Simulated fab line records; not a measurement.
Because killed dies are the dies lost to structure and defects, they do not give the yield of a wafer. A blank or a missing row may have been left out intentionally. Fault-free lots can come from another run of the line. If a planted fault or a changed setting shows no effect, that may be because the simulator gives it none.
Chamber matching :: flow nand-harc :: NHARC_P_GATE_DESCUM_48 on rie-diel-03 has 4 sister chambers
The step chemistry O2, time 3 s. 7 wafers are shown with their chamber, then 8 later ones without.

## WAFERS PAIRED WITH THEIR CHAMBERS
wafer: L078.4
chamber: 1
showerhead-plenum-p-Torr (Torr): 2.02
oes-product-au (a.u.): 0.996

wafer: L086.2
chamber: 0
showerhead-plenum-p-Torr (Torr): 1.91
oes-product-au (a.u.): 1.004

wafer: L086.6
chamber: 2
showerhead-plenum-p-Torr (Torr): 1.80
oes-product-au (a.u.): 1.021

wafer: L088.1
chamber: 0
showerhead-plenum-p-Torr (Torr): 1.91
oes-product-au (a.u.): 1.002

wafer: L088.4
chamber: 2
showerhead-plenum-p-Torr (Torr): 1.80
oes-product-au (a.u.): 1.007

wafer: L088.5
chamber: 1
showerhead-plenum-p-Torr (Torr): 2.01
oes-product-au (a.u.): 0.992

wafer: L089.1
chamber: 3
showerhead-plenum-p-Torr (Torr): 1.90
oes-product-au (a.u.): 0.988

## WAFERS WITH NO CHAMBER GIVEN
wafer: L089.2
showerhead-plenum-p-Torr (Torr): 1.90
oes-product-au (a.u.): 0.995

wafer: L089.4
showerhead-plenum-p-Torr (Torr): 2.01
oes-product-au (a.u.): 0.997

wafer: L091.1
showerhead-plenum-p-Torr (Torr): 1.80
oes-product-au (a.u.): 1.002

wafer: L091.2
showerhead-plenum-p-Torr (Torr): 1.90
oes-product-au (a.u.): 0.981

wafer: L091.5
showerhead-plenum-p-Torr (Torr): 1.90
oes-product-au (a.u.): 1.005

wafer: L097.1
showerhead-plenum-p-Torr (Torr): 1.90
oes-product-au (a.u.): 1.005

wafer: L097.2
showerhead-plenum-p-Torr (Torr): 1.90
oes-product-au (a.u.): 1.021

wafer: L097.4
showerhead-plenum-p-Torr (Torr): 2.01
oes-product-au (a.u.): 1.010

## WHICH CHAMBER EACH WENT THROUGH
wafer: L089.2
from the rows above: can't be placed: 3 or 0
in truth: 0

wafer: L089.4
from the rows above: 1
in truth: 1

wafer: L091.1
from the rows above: 2
in truth: 2

wafer: L091.2
from the rows above: 3
in truth: 3

wafer: L091.5
from the rows above: can't be placed: 0 or 3
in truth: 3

wafer: L097.1
from the rows above: can't be placed: 0 or 3
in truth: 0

wafer: L097.2
from the rows above: can't be placed: 0 or 3
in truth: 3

wafer: L097.4
from the rows above: 1
in truth: 1
4 of 8 placed correctly. Can't be placed from these rows: 4 (the true chamber is among the candidates in 4). Wrongly placed: 0.
How it was worked out, from the rows above alone: a wafer's distance from a chamber is the root of the sum, over the readings, of the square of ((its reading less the chamber's mean) divided by the reading's scatter). If the next closest chamber is less than 2 further off than the closest, the wafer can't be placed; otherwise it belongs to the closest. For every chamber, the mean is computed from those of its wafers that are shown. The scatter: the root of (the sum of the squares of (reading less its chamber's mean) over the shown wafers, divided by (wafers less chambers)).
